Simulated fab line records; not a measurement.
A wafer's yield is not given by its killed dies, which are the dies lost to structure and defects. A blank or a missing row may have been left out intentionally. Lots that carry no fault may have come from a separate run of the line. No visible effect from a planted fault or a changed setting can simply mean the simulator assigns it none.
Chamber matching + flow n5-finfet + N5_HKMG_FIN_ETCH_58 on rie-diel-06: 4 sister chambers
The step etches SOC in N2/H2, target depth 215.8 nm, time 741 s. 16 wafers are shown with their chamber, then 8 later ones without.

WAFERS PAIRED WITH THEIR CHAMBERS
| wafer  | chamber | drypump-motor-current-A (A) | showerhead-plenum-p-Torr (Torr) | throttle-valve-pct (%) |
|--------|---------|-----------------------------|---------------------------------|------------------------|
| L074.2 | 1       | 4.9                         | 2.49                            | 17.76                  |
| L074.3 | 0       | 5.2                         | 2.50                            | 17.77                  |
| L074.4 | 2       | 5.4                         | 2.44                            | 18.08                  |
| L079.1 | 1       | 4.8                         | 2.48                            | 17.77                  |
| L079.4 | 3       | 6.7                         | 2.50                            | 18.08                  |
| L079.6 | 1       | 4.8                         | 2.48                            | 17.78                  |
| L080.2 | 3       | 6.7                         | 2.50                            | 18.08                  |
| L080.4 | 0       | 5.2                         | 2.49                            | 17.80                  |
| L080.5 | 2       | 5.4                         | 2.43                            | 18.11                  |
| L085.1 | 0       | 5.2                         | 2.49                            | 17.82                  |
| L085.2 | 2       | 5.4                         | 2.43                            | 18.12                  |
| L085.5 | 0       | 5.2                         | 2.49                            | 17.81                  |
| L089.2 | 1       | 4.8                         | 2.47                            | 17.81                  |
| L089.3 | 2       | 5.4                         | 2.42                            | 18.17                  |
| L089.6 | 3       | 6.7                         | 2.49                            | 17.68                  |
| L093.1 | 0       | 5.2                         | 2.48                            | 17.86                  |

SIGNATURES (averages over the wafers above)
| reading                  | chamber 0 | chamber 1 | chamber 2 | chamber 3 | scatter within a chamber |
|--------------------------|-----------|-----------|-----------|-----------|--------------------------|
| drypump-motor-current-A  | 5.200     | 4.825     | 5.400     | 6.700     | 0.025                    |
| showerhead-plenum-p-Torr | 2.4900    | 2.4800    | 2.4300    | 2.4967    | 0.00745                  |
| throttle-valve-pct       | 17.8120   | 17.7800   | 18.1200   | 17.9467   | 0.0986                   |
Rule: distance of a wafer from a chamber = root of the sum over the readings of ((wafer's reading minus chamber's mean) / reading's scatter) squared. The wafer belongs to the nearest chamber; if the next one is less than 2 further off, it can't be placed. The scatter: take each reading less its chamber's mean, square it, sum over the shown wafers, divide by the number of wafers less the number of chambers, and take the root.

WAFERS MISSING THEIR CHAMBER
| wafer  | drypump-motor-current-A (A) | showerhead-plenum-p-Torr (Torr) | throttle-valve-pct (%) |
|--------|-----------------------------|---------------------------------|------------------------|
| L093.3 | 4.9                         | 2.47                            | 17.83                  |
| L093.5 | 6.7                         | 2.49                            | 17.69                  |
| L095.2 | 6.7                         | 2.49                            | 17.71                  |
| L095.3 | 5.4                         | 2.42                            | 18.17                  |
| L095.5 | 6.7                         | 2.49                            | 17.71                  |
| L096.2 | 5.2                         | 2.48                            | 17.87                  |
| L096.4 | 6.7                         | 2.48                            | 17.73                  |
| L096.6 | 5.4                         | 2.42                            | 18.18                  |

WHICH CHAMBER EACH WENT THROUGH
| wafer  | from the rows above | in truth |
|--------|---------------------|----------|
| L093.3 | 1                   | 1        |
| L093.5 | 3                   | 3        |
| L095.2 | 3                   | 3        |
| L095.3 | 2                   | 2        |
| L095.5 | 3                   | 3        |
| L096.2 | 0                   | 0        |
| L096.4 | 3                   | 3        |
| L096.6 | 2                   | 2        |
Correctly placed: 8 of 8. Number that these rows cannot place: 0. Number placed wrongly: 0.
